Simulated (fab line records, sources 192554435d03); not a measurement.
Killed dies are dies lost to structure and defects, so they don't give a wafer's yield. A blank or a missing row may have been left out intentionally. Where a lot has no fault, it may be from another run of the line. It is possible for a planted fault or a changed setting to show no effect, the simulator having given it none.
What tool caused it?    flow n5 finfet    10 lots, 29 wafers sampled, at 3 steps of a route of 1938

## WHAT THE GAUGES READ, wafer by wafer
N5_BEOL_M15_CD_MEAS_28: target cd 407.6 nm.
lot   measured      on         cd nm (nm)
L670  day 11 10:35  cd sem-01  404.2 405.3
L671  day 11 15:59  cd sem-03  407.3 405.0 406.0
L673  day 12 01:00  cd sem-03  407.8 407.4 407.1
L675  day 12 06:10  cd sem-01  404.0 405.8 404.7
L678  day 13 17:04  cd sem-01  405.3 404.3 404.1
L679  day 14 03:08  cd sem-03  409.2 407.3 406.9
L680  day 14 04:15  cd sem-03  410.8 409.9 408.5
L684  day 15 19:02  cd sem-03  411.1 410.1 411.1
L688  day 16 17:35  cd sem-03  422.4 470.6 430.9
L690  day 16 18:20  cd sem-01  404.5 402.8 405.2

## WHICH TOOL RAN EACH LOT (tool, then ch and the chambers of the sampled wafers, then the start)
lot   N5_BEOL_M15_ETCH_57                 N5_BEOL_M15_EXPOSE_25
L670  rie diel-01 ch 0,1, day 11 09:41    krf scanner-02 ch 0, day 11 10:25
L671  rie diel-03 ch 0,3, day 11 15:04    krf scanner-01 ch 0, day 11 15:49
L673  rie diel-03 ch 0,1,3, day 12 00:14  krf scanner-01 ch 0, day 12 00:50
L675  rie diel-01 ch 0,1,3, day 12 05:16  krf scanner-02 ch 0, day 12 05:59
L678  rie diel-04 ch 0,1,3, day 13 16:17  krf scanner-02 ch 0, day 13 16:54
L679  rie diel-03 ch 0,1, day 14 02:22    krf scanner-02 ch 0, day 14 02:59
L680  rie diel-03 ch 0,2,3, day 14 03:28  krf scanner-02 ch 0, day 14 04:05
L684  rie diel-01 ch 2,3, day 15 18:08    krf scanner-01 ch 0, day 15 18:52
L688  rie diel-04 ch 0,1,3, day 16 16:41  krf scanner-01 ch 0, day 16 17:25
L690  rie diel-03 ch 1,2, day 16 17:26    krf scanner-02 ch 0, day 16 18:10
- N5_BEOL_M15_ETCH_57: etches SOC in N2/H2, time 750 s.
- N5_BEOL_M15_EXPOSE_25: exposes mask M15, target cd 400 nm.

## THE ANSWER, worked out from the rows above alone
Rule: what is usual is taken from the lots themselves. The widest of any qualifying gaps counts: lots, ordered by their means at a reading, are off when they make up no more than a third of the lots, leave a main group of 4 or more, and stand apart from it by 3 or more times the standard deviation of that group's means. A main group whose means are all the same, to the digits that the tables above print for the reading, isn't used. A lot without any number at a reading at which 4 lots or more have one is off too. Where the step has rows for the other lots, those lots are counted as sound.
Off: L688, at N5_BEOL_M15_CD_MEAS_28 (cd nm). Mean 406.7 nm and standard deviation 2.3 in the main group.
If a tool, at a process step before that reading, ran all the lots that are off and no sound lot after the first of them, it fits. Gauges at N5_BEOL_M15_CD_MEAS_28: tried the same way as those tools. Can't be told from this: 3 tools fit, rie diel-04 at N5_BEOL_M15_ETCH_57, krf scanner-01 at N5_BEOL_M15_EXPOSE_25, cd sem-03 at N5_BEOL_M15_CD_MEAS_28.

## WHAT THE SIMULATOR PUT IN
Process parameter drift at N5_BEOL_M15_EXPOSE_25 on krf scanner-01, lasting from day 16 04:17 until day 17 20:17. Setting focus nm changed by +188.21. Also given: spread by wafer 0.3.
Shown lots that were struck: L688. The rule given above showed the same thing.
